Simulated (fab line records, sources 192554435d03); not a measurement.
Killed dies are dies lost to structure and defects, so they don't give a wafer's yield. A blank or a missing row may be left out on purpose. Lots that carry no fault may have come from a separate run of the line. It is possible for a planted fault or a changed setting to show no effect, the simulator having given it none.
Chamber matching || flow n5-finfet || 3 sister chambers for N5_PASSIVATION_PECVD_00 on pecvd-02
The step deposits SiO2 from SiH4/N2O, target thk 200 nm, time 11.2 s. 3 wafers are shown with their chamber, then 9 later ones without.

== WAFERS, EACH WITH ITS CHAMBER ==
{"wafer": "L084.4", "chamber": 1, "throttle-valve-pct (%)": 48}
{"wafer": "L082.5", "chamber": 2, "throttle-valve-pct (%)": 53}
{"wafer": "L082.6", "chamber": 0, "throttle-valve-pct (%)": 56}

== WAFERS WITHOUT THEIR CHAMBER ==
{"wafer": "L086.2", "throttle-valve-pct (%)": 53}
{"wafer": "L086.3", "throttle-valve-pct (%)": 48}
{"wafer": "L086.6", "throttle-valve-pct (%)": 53}
{"wafer": "L096.1", "throttle-valve-pct (%)": 56}
{"wafer": "L096.3", "throttle-valve-pct (%)": 56}
{"wafer": "L096.4", "throttle-valve-pct (%)": 54}
{"wafer": "L097.2", "throttle-valve-pct (%)": 54}
{"wafer": "L097.4", "throttle-valve-pct (%)": 54}
{"wafer": "L097.5", "throttle-valve-pct (%)": 54}

== EACH ONE'S CHAMBER ==
{"wafer": "L086.2", "from the rows above": 2, "in truth": 2}
{"wafer": "L086.3", "from the rows above": 1, "in truth": 1}
{"wafer": "L086.6", "from the rows above": 2, "in truth": 2}
{"wafer": "L096.1", "from the rows above": 0, "in truth": 0}
{"wafer": "L096.3", "from the rows above": 0, "in truth": 0}
{"wafer": "L096.4", "from the rows above": "can't be placed: 2 or 0", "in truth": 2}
{"wafer": "L097.2", "from the rows above": "can't be placed: 2 or 0", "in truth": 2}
{"wafer": "L097.4", "from the rows above": "can't be placed: 2 or 0", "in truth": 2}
{"wafer": "L097.5", "from the rows above": "can't be placed: 2 or 0", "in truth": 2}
Placed correctly: 5 of 9. Can't be placed from these rows: 4 (the true chamber is among the candidates in 4). Number placed wrongly: 0.
How it was worked out, from the rows above alone: a wafer's distance from a chamber is the root of the sum, over the readings, of the square of ((its reading less the chamber's mean) divided by the reading's scatter). If the next closest chamber is less than 2 further off than the closest, the wafer can't be placed; otherwise it belongs to the closest. Each chamber's mean is taken over the wafers shown for it. The scatter: with one shown wafer a chamber, the root of the mean of the squares of how far each hidden wafer lies from its nearest shown one.
